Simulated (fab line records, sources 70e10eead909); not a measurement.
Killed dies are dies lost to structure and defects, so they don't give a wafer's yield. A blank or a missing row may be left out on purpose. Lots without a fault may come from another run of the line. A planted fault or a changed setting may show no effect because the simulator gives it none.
Chamber matching | flow nand_harc | NHARC_A_STAIRCASE_TRIM_187 on rie_diel-03: 3 sister chambers
The step chemistry O2, time 211.2 s. 14 wafers are shown with their chamber, then 5 later ones without.

WAFERS WITH THEIR CHAMBER
wafer  | chamber | showerhead_plenum_p_Torr (Torr) | drypump_motor_current_A (A) | oes_product_au (a.u.)
L723.1 | 0       | 3.48                            | 4.9                         | 1.025
L723.2 | 2       | 3.28                            | 6.2                         | 1.005
L723.6 | 3       | 3.50                            | 5.8                         | 1.018
L725.1 | 0       | 3.48                            | 4.8                         | 1.001
L725.3 | 2       | 3.28                            | 6.2                         | 0.998
L725.6 | 3       | 3.50                            | 5.8                         | 1.010
L726.3 | 0       | 3.48                            | 4.8                         | 0.995
L726.4 | 3       | 3.50                            | 5.8                         | 1.013
L726.6 | 0       | 3.48                            | 4.8                         | 1.003
L729.1 | 2       | 3.28                            | 6.2                         | 1.007
L729.2 | 0       | 3.47                            | 4.9                         | 1.017
L729.6 | 2       | 3.28                            | 6.2                         | 1.002
L730.1 | 3       | 3.49                            | 5.8                         | 1.009
L730.2 | 2       | 3.28                            | 6.2                         | 0.999

SIGNATURES (means of the wafers above)
reading                  | chamber 0 | chamber 2 | chamber 3 | scatter within a chamber
showerhead_plenum_p_Torr | 3.4780    | 3.2800    | 3.4975    | 0.00375
drypump_motor_current_A  | 4.840     | 6.200     | 5.800     | 0.033
oes_product_au           | 1.00820   | 1.00220   | 1.01250   | 0.00809
Rule: a wafer's distance from a chamber is the root of the sum, over the readings, of the square of ((its reading less the chamber's mean) divided by the reading's scatter). The wafer belongs to the nearest chamber; if the next one is less than 2 further off, it can't be placed. The scatter: the root of (the sum of the squares of (reading less its chamber's mean) over the shown wafers, divided by (wafers less chambers)).

WAFERS WITHOUT THEIR CHAMBER
wafer  | showerhead_plenum_p_Torr (Torr) | drypump_motor_current_A (A) | oes_product_au (a.u.)
L730.6 | 3.49                            | 5.8                         | 1.021
L732.2 | 3.81                            | 6.2                         | 0.994
L732.5 | 3.81                            | 6.2                         | 0.992
L743.1 | 3.47                            | 5.8                         | 1.027
L743.3 | 3.45                            | 4.8                         | 0.995

WHICH CHAMBER EACH WENT THROUGH
wafer  | from the rows above | in truth
L730.6 | 3                   | 3
L732.2 | 3                   | 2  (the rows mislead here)
L732.5 | 3                   | 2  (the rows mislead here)
L743.1 | 3                   | 3
L743.3 | 0                   | 0
Placed correctly: 3 of 5. Can't be placed from these rows: 0. Placed wrongly: 2.
